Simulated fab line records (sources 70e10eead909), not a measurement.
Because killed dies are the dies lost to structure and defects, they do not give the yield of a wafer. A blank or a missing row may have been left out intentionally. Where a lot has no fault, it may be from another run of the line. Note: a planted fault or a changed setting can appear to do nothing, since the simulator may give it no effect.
Which tool was responsible? + flow nandHarc + 72 wafers from 24 lots sampled at 2 of the route's 1302 steps

WHAT EACH GAUGE READ, for each wafer
NHARC_A_CONTACT_INSPECT_44.
| lot  | measured     | on               | rawDefectCount |
|------|--------------|------------------|----------------|
| L074 | day 21 21:38 | defectInspect-01 | 98 105 100     |
| L075 | day 22 00:51 | defectInspect-01 | 115 110 109    |
| L076 | day 22 03:38 | defectInspect-02 | 52 53 54       |
| L077 | day 22 17:31 | defectInspect-01 | 55 55 51       |
| L078 | day 24 00:43 | defectInspect-02 | 138 145 156    |
| L079 | day 24 04:13 | defectInspect-02 | 22 36 22       |
| L081 | day 24 11:02 | defectInspect-01 | 151 148 152    |
| L080 | day 24 15:22 | defectInspect-01 | 24 19 23       |
| L082 | day 24 15:55 | defectInspect-01 | 118 131 121    |
| L086 | day 25 10:41 | defectInspect-01 | 109 119 113    |
| L083 | day 25 11:34 | defectInspect-02 | 73 69 75       |
| L084 | day 25 17:26 | defectInspect-02 | 133 136 118    |
| L085 | day 25 17:54 | defectInspect-02 | 20 18 16       |
| L087 | day 26 11:20 | defectInspect-01 | 65 65 73       |
| L088 | day 27 20:17 | defectInspect-02 | 21 20 21       |
| L089 | day 27 20:27 | defectInspect-01 | 114 147 147    |
| L090 | day 27 23:38 | defectInspect-02 | 88 99 83       |
| L092 | day 29 11:06 | defectInspect-01 | 98 112 94      |
| L091 | day 29 11:15 | defectInspect-02 | 80 62 73       |
| L093 | day 29 19:21 | defectInspect-02 | 27 29 37       |
| L094 | day 30 01:23 | defectInspect-01 | 73 75 75       |
| L095 | day 30 01:49 | defectInspect-01 | 113 111 108    |
| L097 | day 30 16:48 | defectInspect-01 | 53 59 57       |
| L096 | day 30 21:22 | defectInspect-01 | 85 70 80       |

EACH LOT AND THE TOOL THAT RAN IT (in order: tool; ch and the chambers of the sampled wafers; start)
| lot  | NHARC_A_CONTACT_DEP_29          |
|------|---------------------------------|
| L074 | pecvd-03 ch 1,2, day 21 20:47   |
| L075 | pecvd-02 ch 0,1, day 22 00:02   |
| L076 | pecvd-01 ch 1,2, day 22 02:49   |
| L077 | pecvd-03 ch 1,2, day 22 16:48   |
| L078 | pecvd-02 ch 0,1,2, day 24 00:00 |
| L079 | pecvd-02 ch 0,1,2, day 24 03:24 |
| L081 | pecvd-02 ch 0,1,2, day 24 10:11 |
| L080 | pecvd-02 ch 0,2, day 24 14:31   |
| L082 | pecvd-01 ch 0,1,2, day 24 15:05 |
| L086 | pecvd-02 ch 0,1, day 25 09:52   |
| L083 | pecvd-02 ch 1,2, day 25 10:43   |
| L084 | pecvd-01 ch 1,2, day 25 16:43   |
| L085 | pecvd-01 ch 1,2, day 25 17:04   |
| L087 | pecvd-02 ch 0,1,2, day 26 10:43 |
| L088 | pecvd-02 ch 0,2, day 27 19:26   |
| L089 | pecvd-01 ch 0,1,2, day 27 19:36 |
| L090 | pecvd-02 ch 0,1,2, day 27 22:51 |
| L092 | pecvd-03 ch 0,1, day 29 10:16   |
| L091 | pecvd-02 ch 0,1,2, day 29 10:21 |
| L093 | pecvd-01 ch 0,2, day 29 18:32   |
| L094 | pecvd-03 ch 0,1, day 30 00:40   |
| L095 | pecvd-02 ch 0,1,2, day 30 00:58 |
| L097 | pecvd-03 ch 1,2, day 30 16:04   |
| L096 | pecvd-02 ch 0,2, day 30 20:38   |
- NHARC_A_CONTACT_DEP_29: deposits SiON, target thk 100 nm.

WHAT THE TOOLS THEMSELVES READ (means of the sampled wafers that have a number; where no wafer has one, the mark that the record gives instead)
NHARC_A_CONTACT_DEP_29.
| lot  | tool     | heaterPowerW (W) | susceptorTempC (C) |
|------|----------|------------------|--------------------|
| L074 | pecvd-03 | 756              | 400.07             |
| L075 | pecvd-02 | 802              | 399.96             |
| L076 | pecvd-01 | 790              | 399.93             |
| L077 | pecvd-03 | 681              | 400.08             |
| L078 | pecvd-02 | 721              | 400.03             |
| L079 | pecvd-02 | 734              | 399.80             |
| L081 | pecvd-02 | 773              | 400.06             |
| L080 | pecvd-02 | 701              | 400.14             |
| L082 | pecvd-01 | 741              | 400.00             |
| L086 | pecvd-02 | 819              | 399.90             |
| L083 | pecvd-02 | 784              | 400.07             |
| L084 | pecvd-01 | 769              | 400.00             |
| L085 | pecvd-01 | 773              | 400.30             |
| L087 | pecvd-02 | 830              | 400.36             |
| L088 | pecvd-02 | 658              | 399.90             |
| L089 | pecvd-01 | 711              | 400.04             |
| L090 | pecvd-02 | 832              | 399.68             |
| L092 | pecvd-03 | 715              | 400.00             |
| L091 | pecvd-02 | 778              | 399.98             |
| L093 | pecvd-01 | 783              | 400.06             |
| L094 | pecvd-03 | 704              | 399.80             |
| L095 | pecvd-02 | 849              | 400.02             |
| L097 | pecvd-03 | 765              | 399.80             |
| L096 | pecvd-02 | 742              | 399.97             |

THE ANSWER, worked out from the rows above alone
Rule: the usual values come from the lots themselves. Put in order of their means at a reading, lots are off if they are a third of the lots or fewer, leave a main group of 4 or more, and stand apart from it by a gap of 3 or more times the standard deviation of the main group's means; of several such gaps the widest counts. A main group whose means are all the same, to the digits that the tables above print for the reading, isn't used. Also off: a lot with no number at a reading for which 4 or more lots have one. The other lots that the step has rows for count as sound. After the gauges, taken in route order, come the tools' own readings; for these a lot's mean is taken, as printed above. At the first step where some lot is off, the reading lying furthest off is the one used; lots without a number count as furthest.
Nothing can be told from this: no lot is off at any reading shown.

WHAT THE SIMULATOR HAD INSERTED
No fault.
